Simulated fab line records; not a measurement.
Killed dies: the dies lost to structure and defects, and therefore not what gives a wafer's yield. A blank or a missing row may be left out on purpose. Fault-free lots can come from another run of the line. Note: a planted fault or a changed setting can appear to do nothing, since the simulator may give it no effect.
Which tool did it? ; flow n5_finfet ; Sampling: 9 lots, 27 wafers, 5 of 1938 route steps

WHAT THE GAUGES READ, wafer by wafer
N5_BEOL_M4_RC_MEAS_101. Usual: DIBL_N 36.4 mV/V, standard deviation 1.7; DIBL_P 36.4 mV/V, standard deviation 2.1; IOFF_N 0.16 nA/um, standard deviation 0.035; IOFF_P 0.21 nA/um, standard deviation 0.035; ION_N 680 uA/um, standard deviation 11; ION_P 465 uA/um, standard deviation 6.8; SS_N 71.5 mV/dec, standard deviation 0.58; SS_P 73.2 mV/dec, standard deviation 0.72; VT_N 249 mV, standard deviation 3.6; VT_P -250 mV, standard deviation 3.1.
lot;measured;on;DIBL_N (mV/V);DIBL_P (mV/V);IOFF_N (nA/um);IOFF_P (nA/um);ION_N (uA/um);ION_P (uA/um);SS_N (mV/dec);SS_P (mV/dec);VT_N (mV);VT_P (mV);flag
L305;day 8 12:06;prober-02;38.5 37.1 36.7;37.3 34.6 34.6;0.18 0.14 0.14;0.21 0.17 0.15;693 685 668;464 461 447;71.5 71.3 71.4;73.9 73.2 73.4;246 253 253;-248 -254 -254;
L311;day 9 22:27;prober-01;36.3 34.1 36.1;35.4 33.1 35.0;0.15 0.13 0.15;0.22 0.19 0.22;689 670 683;472 466 474;71.8 71.3 71.7;73.4 72.8 73.1;252 252 252;-248 -246 -246;
L313;day 9 23:12;prober-02;34.2 34.8 37.7;34.4 34.9 37.7;0.13 0.14 0.18;0.18 0.18 0.22;689 675 695;466 465 468;70.7 72.1 71.9;72.2 72.0 72.7;251 251 248;-254 -253 -252;
L318;day 11 12:10;prober-02;38.0 34.5 38.1;36.6 33.9 37.7;0.19 0.13 0.20;0.25 0.21 0.28;695 676 695;473 473 474;72.4 70.4 72.4;73.9 72.5 74.1;243 250 244;-244 -250 -244;
L319;day 11 16:40;prober-01;34.4 36.8 37.4;34.9 37.8 38.2;0.12 0.15 0.16;0.16 0.20 0.20;665 668 682;453 456 465;69.9 71.1 71.3;72.7 73.4 73.6;255 254 253;-258 -252 -254;
L320;day 11 20:44;prober-02;34.3 32.1 35.0;33.7 33.2 36.9;0.13 0.11 0.15;0.17 0.17 0.20;657 669 663;460 466 458;71.6 70.7 71.1;72.2 72.4 73.0;254 252 249;-251 -253 -249;
L322;day 12 09:25;prober-02;37.1 36.5 34.3;38.1 37.3 35.6;0.16 0.15 0.13;0.22 0.21 0.19;680 656 668;461 452 465;71.9 71.4 71.2;73.2 72.5 72.7;250 254 255;-251 -250 -248;
L327;day 13 18:07;prober-01;38.1 36.0 34.3;38.2 34.8 33.1;0.17 0.14 0.12;0.26 0.20 0.18;678 674 669;476 470 466;71.5 71.9 70.5;74.7 72.7 72.2;251 252 254;-248 -250 -251;
L328;day 13 21:46;prober-01;36.0 34.6 38.6;36.2 33.8 39.1;0.16 0.12 0.21;0.23 0.19 0.28;678 665 692;470 464 469;71.7 71.1 72.3;72.8 72.1 74.4;248 252 247;-249 -251 -247;

EACH LOT AND THE TOOL THAT RAN IT (in order: tool; ch and the chambers of the sampled wafers; start)
lot;N5_BEOL_M0_SAQP_ILD_DEP_01;N5_BEOL_M0_SAQP_PECVD_96;N5_BEOL_M0_SAQP_STRIP_86;N5_BEOL_M0_SAQP_ETCH_101
L305;pecvd-02 ch 1,2, day 5 07:59;pecvd-02 ch 0,1,2, day 5 08:43;rie_diel-03 ch 0,2,3, day 5 09:55;rie_diel-05 ch 0,1, day 5 12:40
L311;pecvd-02 ch 0,2, day 7 01:00;pecvd-02 ch 0,1,2, day 7 01:45;rie_diel-06 ch 0,1,2, day 7 03:01;rie_diel-05 ch 0,2, day 7 04:30
L313;pecvd-03 ch 0,2, day 7 07:57;pecvd-04 ch 1,2, day 7 11:15;rie_diel-06 ch 0,1,2, day 7 12:20;rie_diel-06 ch 0,1,3, day 7 13:34
L318;pecvd-02 ch 1,2, day 8 16:31;pecvd-02 ch 0,2, day 8 19:01;rie_diel-03 ch 0,2, day 8 20:18;rie_diel-06 ch 0,3, day 8 21:32
L319;pecvd-03 ch 0,1, day 8 23:05;pecvd-04 ch 0,1, day 9 01:39;rie_diel-03 ch 1,2, day 9 02:47;rie_diel-05 ch 1,3, day 9 04:12
L320;pecvd-03 ch 0,1,2, day 9 02:07;pecvd-02 ch 0,1,2, day 9 03:07;rie_diel-05 ch 1,2,3, day 9 04:10;rie_diel-05 ch 1,2,3, day 9 05:25
L322;pecvd-03 ch 1,2, day 9 16:41;pecvd-04 ch 0,1, day 9 17:34;rie_diel-06 ch 0,1,3, day 9 18:47;rie_diel-03 ch 0,1,2, day 9 20:05
L327;pecvd-02 ch 0,2, day 11 01:06;pecvd-04 ch 0,1,2, day 11 02:38;rie_diel-06 ch 0,1,3, day 11 03:39;rie_diel-03 ch 0,1,2, day 11 06:25
L328;pecvd-02 ch 0,1,2, day 11 05:52;pecvd-03 ch 0,1,2, day 11 06:25;rie_diel-06 ch 0,1, day 11 07:32;rie_diel-05 ch 0,1, day 11 08:53
- N5_BEOL_M0_SAQP_ILD_DEP_01: deposits SiOC from DEMS/O2, target thk 45.419 nm, time 8.7 s.
- N5_BEOL_M0_SAQP_PECVD_96: deposits a-Si from SiH4/He, target thk 45 nm, time 45.2 s.
- N5_BEOL_M0_SAQP_STRIP_86: strips in N2/H2.
- N5_BEOL_M0_SAQP_ETCH_101: etches SiNx in CH3F/O2, target depth 29.9 nm, time 42.7 s.

AS READ BY THE TOOLS THEMSELVES (means over the sampled wafers that have a number; for cases with no such wafer, the mark the record gives instead)
N5_BEOL_M0_SAQP_ILD_DEP_01. Usual: heater_power_w 485 W, standard deviation 69; showerhead_plenum_p_Torr 5.701 Torr, standard deviation 0.016; throttle_valve_pct 11.7 %, standard deviation 0.48.
lot;tool;heater_power_w (W);showerhead_plenum_p_Torr (Torr);throttle_valve_pct (%);flag
L305;pecvd-02;486;5.720;11.7;
L311;pecvd-02;439;5.709;11.6;
L313;pecvd-03;422;5.689;11.6;
L318;pecvd-02;513;5.714;11.9;
L319;pecvd-03;536;5.705;11.8;
L320;pecvd-03;461;5.694;11.9;
L322;pecvd-03;547;5.694;11.7;
L327;pecvd-02;438;5.715;11.6;
L328;pecvd-02;423;5.721;12.0;

N5_BEOL_M0_SAQP_PECVD_96. Usual: heater_power_w 634 W, standard deviation 57; showerhead_plenum_p_Torr 5.71 Torr, standard deviation 0.057; throttle_valve_pct 17.8 %, standard deviation 0.75.
lot;tool;heater_power_w (W);showerhead_plenum_p_Torr (Torr);throttle_valve_pct (%);flag
L305;pecvd-02;573;5.75;18.1;
L311;pecvd-02;565;5.76;18.0;
L313;pecvd-04;674;5.63;17.9;
L318;pecvd-02;581;5.74;17.6;
L319;pecvd-04;651;5.68;17.6;
L320;pecvd-02;625;5.75;18.2;
L322;pecvd-04;707;5.69;17.8;
L327;pecvd-04;668;5.66;17.3;
L328;pecvd-03;619;5.67;17.8;

N5_BEOL_M0_SAQP_STRIP_86. Usual: drypump_motor_current_A 5.39 A, standard deviation 0.26; h2_flow_sccm 300.0 sccm, standard deviation 0.88; oes_product_au 0.78 a.u., standard deviation 0.1; rf_vpp_V 122.1 V, standard deviation 1.4; showerhead_plenum_p_Torr 3.41 Torr, standard deviation 0.078; throttle_valve_pct 19.1 %, standard deviation 0.46.
lot;tool;drypump_motor_current_A (A);h2_flow_sccm (sccm);oes_product_au (a.u.);rf_vpp_V (V);showerhead_plenum_p_Torr (Torr);throttle_valve_pct (%);flag
L305;rie_diel-03;5.45;299.4;0.71;122.5;3.38;19.1;
L311;rie_diel-06;5.48;330.0;0.72;121.8;3.53;22.4;OFF
L313;rie_diel-06;5.47;330.8;0.73;121.7;3.53;22.5;OFF
L318;rie_diel-03;5.50;300.2;0.69;122.2;3.31;19.2;
L319;rie_diel-03;5.30;299.9;0.78;121.7;3.46;18.8;
L320;rie_diel-05;5.49;300.2;0.87;119.8;3.36;19.0;
L322;rie_diel-06;5.29;300.0;0.80;122.9;3.44;18.9;
L327;rie_diel-06;5.28;299.8;0.78;121.6;3.43;18.9;
L328;rie_diel-06;5.21;299.8;0.79;121.9;3.48;18.9;

N5_BEOL_M0_SAQP_ETCH_101. Usual: value, then standard deviation, for each; bias_w 72.99 W / 0.24; drypump_motor_current_A 5.40 A / 0.27; oes_ar_750_au 0.78 a.u. / 0.099; oes_product_au 0.78 a.u. / 0.11; rf_vpp_V 298 V / 4.2; showerhead_plenum_p_Torr 2.02 Torr / 0.053; throttle_valve_pct 16.34 % / 0.26.
lot;tool;bias_w (W);drypump_motor_current_A (A);oes_ar_750_au (a.u.);oes_product_au (a.u.);rf_vpp_V (V);showerhead_plenum_p_Torr (Torr);throttle_valve_pct (%);flag
L305;rie_diel-05;73.14;5.30;0.87;0.89;296;1.99;16.13;
L311;rie_diel-05;73.02;5.47;0.71;0.69;293;2.06;16.58;
L313;rie_diel-06;72.93;5.29;0.72;0.73;302;2.05;16.49;
L318;rie_diel-06;73.03;5.24;0.73;0.72;305;2.02;16.47;
L319;rie_diel-05;73.18;5.40;0.84;0.86;298;1.96;16.06;
L320;rie_diel-05;72.80;5.49;0.87;0.87;297;2.00;16.13;
L322;rie_diel-03;72.95;5.48;0.73;0.73;297;2.03;16.36;
L327;rie_diel-03;72.85;5.49;0.72;0.71;298;2.02;16.38;
L328;rie_diel-05;73.18;5.16;0.94;0.95;294;2.01;16.16;

THE ANSWER, worked out from the rows above alone
Rule: a lot is off if the mean of its wafers that have a number lies more than 3 standard deviations from the usual mean. A lot without any number at a reading at which 4 lots or more have one is off too. The other lots that the step has rows for count as sound. Order of review: gauges by route order, followed by the tools' own readings, for which a lot's mean as printed above is used. At the first step where some lot is off, the reading lying furthest off is the one used; lots without a number count as furthest.
Off, at N5_BEOL_M0_SAQP_STRIP_86 on h2_flow_sccm: L311, L313.
A tool fits if, at that step or a process step before it, it ran every lot that is off, and no sound lot after the first of them. None of those tried fits.

WHAT HAD BEEN PUT IN BY THE SIMULATOR
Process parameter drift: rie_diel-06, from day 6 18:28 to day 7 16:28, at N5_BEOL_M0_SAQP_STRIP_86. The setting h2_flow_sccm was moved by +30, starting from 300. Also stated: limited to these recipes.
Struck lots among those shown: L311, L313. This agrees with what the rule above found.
